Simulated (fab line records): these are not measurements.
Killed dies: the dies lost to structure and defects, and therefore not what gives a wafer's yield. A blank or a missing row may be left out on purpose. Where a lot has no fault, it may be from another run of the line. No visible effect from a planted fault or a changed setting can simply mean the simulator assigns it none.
Which tool is to blame? | flow nandHarc | 14 lots with 42 wafers sampled at 5 steps, on a route of 1302 steps

WHAT THE GAUGES SHOWED, per wafer
NHARC_A_BONDPAD_CD_MEAS_13. Usual: 499.0 nm for cdNm, sd 2.1.
lot  | measured     | on       | cdNm (nm)         | flag
L191 | day 23 05:15 | cdSem-01 | 494.6 494.2 496.8 | 
L193 | day 24 11:04 | cdSem-02 | 501.8 495.1 500.3 | 
L195 | day 24 14:36 | cdSem-02 | 496.2 498.5 500.0 | 
L194 | day 24 19:45 | cdSem-01 | 501.2 499.5 496.1 | 
L196 | day 25 06:40 | cdSem-01 | 498.4 501.8 500.9 | 
L201 | day 28 21:22 | cdSem-01 | 498.7 499.5 498.7 | 
L207 | day 29 19:51 | cdSem-03 | 499.7 501.7 500.4 | 
L206 | day 30 12:45 | cdSem-03 | 500.3 496.9 501.3 | 
L211 | day 31 14:59 | cdSem-02 | 504.2 501.2 497.1 | 
L210 | day 31 12:08 | cdSem-03 | 500.1 501.9 498.0 | 
L213 | day 32 10:56 | cdSem-02 | 500.0 496.1 500.4 | 
L214 | day 33 00:57 | cdSem-02 | 500.2 500.9 500.2 | 

NHARC_THIN_TSV_CD_MEAS_37. Usual: 4998.7 nm for cdNm, sd 2.4.
lot  | measured     | on       | cdNm (nm)            | flag
L191 | day 24 03:02 | cdSem-03 | 5002.6 5000.1 5001.0 | 
L193 | day 25 09:13 | cdSem-02 | 5000.3 5000.7 5000.5 | 
L195 | day 25 14:10 | cdSem-01 | 4993.6 4997.8 4999.9 | 
L194 | day 25 21:29 | cdSem-01 | 5002.2 5002.6 4997.6 | 
L196 | day 26 04:39 | cdSem-02 | 4996.7 4998.0 5002.1 | 
L201 | day 29 19:17 | cdSem-03 | 5004.4 5003.5 4999.6 | 
L207 | day 30 18:04 | cdSem-03 | 4996.3 4994.2 4994.1 | 
L206 | day 31 10:56 | cdSem-02 | 4996.8 4995.4 4994.9 | 
L211 | day 32 18:40 | cdSem-03 | 4999.3 4997.3 4999.5 | 
L210 | day 32 10:10 | cdSem-02 | 5000.7 4995.8 4995.6 | 
L213 | day 33 12:36 | cdSem-03 | 4999.4 4999.5 4999.3 | 
L214 | day 33 22:55 | cdSem-03 | 4999.7 4997.3 4998.1 | 

NHARC_END_SORT_01. Usual: killedAtArray 56, standard deviation 18; killedAtOther 1.4, standard deviation 1.5; killedAtPeriphery 4, standard deviation 3.1; killedDies 61, standard deviation 19; killedOpen 3.5, standard deviation 1.8; killedShort 2.4, standard deviation 1.4.
lot  | measured     | on        | killedAtArray | killedAtOther | killedAtPeriphery | killedDies  | killedOpen | killedShort | flag
L202 | day 29 12:19 | prober-02 | 666 667 671   | 4 5 0         | 7 5 6             | 677 677 677 | 7 2 3      | 2 3 0       | OFF
L204 | day 30 05:56 | prober-02 | 672 672 673   | 3 2 2         | 2 3 2             | 677 677 677 | 2 5 5      | 2 5 3       | OFF

EACH LOT AND THE TOOL THAT RAN IT (in order: tool; ch and the chambers of the sampled wafers; start)
lot  | NHARC_A_CONTACT_DEP_57       | NHARC_A_BONDPAD_STRIP_15
L191 | aclDep-01 ch 0, day 21 20:55 | rieDiel-11 ch 0,3, day 23 05:19
L193 | aclDep-01 ch 0, day 23 02:19 | rieDiel-08 ch 1,2,3, day 24 11:09
L195 | aclDep-03 ch 0, day 23 05:08 | rieDiel-08 ch 0,1,2, day 24 14:40
L194 | aclDep-01 ch 0, day 23 12:48 | rieDiel-11 ch 2,3, day 24 19:49
L196 | aclDep-03 ch 0, day 23 20:36 | rieDiel-08 ch 0,1, day 25 06:45
L202 | aclDep-01 ch 0, day 26 14:13 | -
L201 | aclDep-03 ch 0, day 27 05:56 | rieDiel-08 ch 0,1,2, day 28 21:28
L204 | aclDep-01 ch 0, day 27 07:08 | -
L207 | aclDep-03 ch 0, day 28 06:19 | rieDiel-08 ch 1,2,3, day 29 19:56
L206 | aclDep-02 ch 0, day 29 01:22 | rieDiel-08 ch 0,1,2, day 30 12:51
L211 | aclDep-02 ch 0, day 30 05:16 | rieDiel-07 ch 0,2,3, day 31 15:04
L210 | aclDep-01 ch 0, day 30 05:54 | rieDiel-08 ch 0,1,2, day 31 12:15
L213 | aclDep-01 ch 0, day 31 02:11 | rieDiel-07 ch 1,2,3, day 32 11:02
L214 | aclDep-02 ch 0, day 31 12:52 | rieDiel-11 ch 0,3, day 33 01:01
- NHARC_A_CONTACT_DEP_57: deposits aC, target thk 5300 nm.
- NHARC_A_BONDPAD_STRIP_15: strips in O2.

WHAT THE TOOLS THEMSELVES READ (means of the sampled wafers that have a number; where no wafer has one, the mark that the record gives instead)
NHARC_A_CONTACT_DEP_57. Usual: 35.001 % for throttleValvePct, sd 0.0099.
lot  | tool      | throttleValvePct (%) | flag
L191 | aclDep-01 | 34.988               | 
L193 | aclDep-01 | 35.005               | 
L195 | aclDep-03 | 35.001               | 
L194 | aclDep-01 | 34.997               | 
L196 | aclDep-03 | 34.995               | 
L202 | aclDep-01 | 34.996               | 
L201 | aclDep-03 | 35.000               | 
L204 | aclDep-01 | 34.995               | 
L207 | aclDep-03 | 35.004               | 
L206 | aclDep-02 | 34.997               | 
L211 | aclDep-02 | 35.008               | 
L210 | aclDep-01 | 35.002               | 
L213 | aclDep-01 | 35.000               | 
L214 | aclDep-02 | 35.006               | 

NHARC_A_BONDPAD_STRIP_15. Usual: drypumpMotorCurrentA 5.7 A, standard deviation 0.45; oesProductAu 1.000 a.u., standard deviation 0.01; rfVppV 57.7 V, standard deviation 0.87; showerheadPlenumPTorr 3.54 Torr, standard deviation 0.17; throttleValvePct 17.037 %, standard deviation 0.0096.
lot  | tool       | drypumpMotorCurrentA (A) | oesProductAu (a.u.) | rfVppV (V) | showerheadPlenumPTorr (Torr) | throttleValvePct (%) | flag
L191 | rieDiel-11 | 5.9                      | 0.989               | 58.3       | 3.65                         | 17.028               | 
L193 | rieDiel-08 | 6.1                      | 1.005               | 57.4       | 3.54                         | 17.032               | 
L195 | rieDiel-08 | 5.7                      | 0.993               | 57.0       | 3.59                         | 17.035               | 
L194 | rieDiel-11 | 5.8                      | 0.990               | 58.0       | 3.41                         | 17.031               | 
L196 | rieDiel-08 | 5.3                      | 0.993               | 57.6       | 3.72                         | 17.038               | 
L201 | rieDiel-08 | 5.7                      | 0.996               | 58.4       | 3.58                         | 17.034               | 
L207 | rieDiel-08 | 6.1                      | 0.997               | 57.9       | 3.54                         | 17.035               | 
L206 | rieDiel-08 | 5.7                      | 0.992               | 57.3       | 3.58                         | 17.044               | 
L211 | rieDiel-07 | 5.6                      | 0.996               | 57.2       | 3.34                         | 17.041               | 
L210 | rieDiel-08 | 5.7                      | 0.996               | 58.4       | 3.58                         | 17.047               | 
L213 | rieDiel-07 | 5.5                      | 0.998               | 56.9       | 3.47                         | 17.034               | 
L214 | rieDiel-11 | 5.8                      | 0.995               | 57.6       | 3.60                         | 17.034               | 

THE ANSWER, worked out from the rows above alone
Rule: lot off if the mean of its wafers having a number is beyond 3 standard deviations from the usual mean. A lot without any number at a reading at which 4 lots or more have one is off too. Any other lot the step has rows for is counted as sound. Order of review: gauges by route order, followed by the tools' own readings, for which a lot's mean as printed above is used. At the first step where some lot is off, the reading lying furthest off is the one used; lots without a number count as furthest.
Off: L202, L204 (NHARC_END_SORT_01, killedAtArray). Neither off nor sound, because the step has no rows for them: L191, L193, L195, L194, L196, L201, L207, L206, L211, L210, L213, L214.
If a tool, at a process step before that reading, ran all the lots that are off and no sound lot after the first of them, it fits. The gauges at NHARC_END_SORT_01 are tried like those tools. Undecided on this evidence; 2 tools fit (aclDep-01 at NHARC_A_CONTACT_DEP_57, prober-02 at NHARC_END_SORT_01).

WHAT HAD BEEN PUT IN BY THE SIMULATOR
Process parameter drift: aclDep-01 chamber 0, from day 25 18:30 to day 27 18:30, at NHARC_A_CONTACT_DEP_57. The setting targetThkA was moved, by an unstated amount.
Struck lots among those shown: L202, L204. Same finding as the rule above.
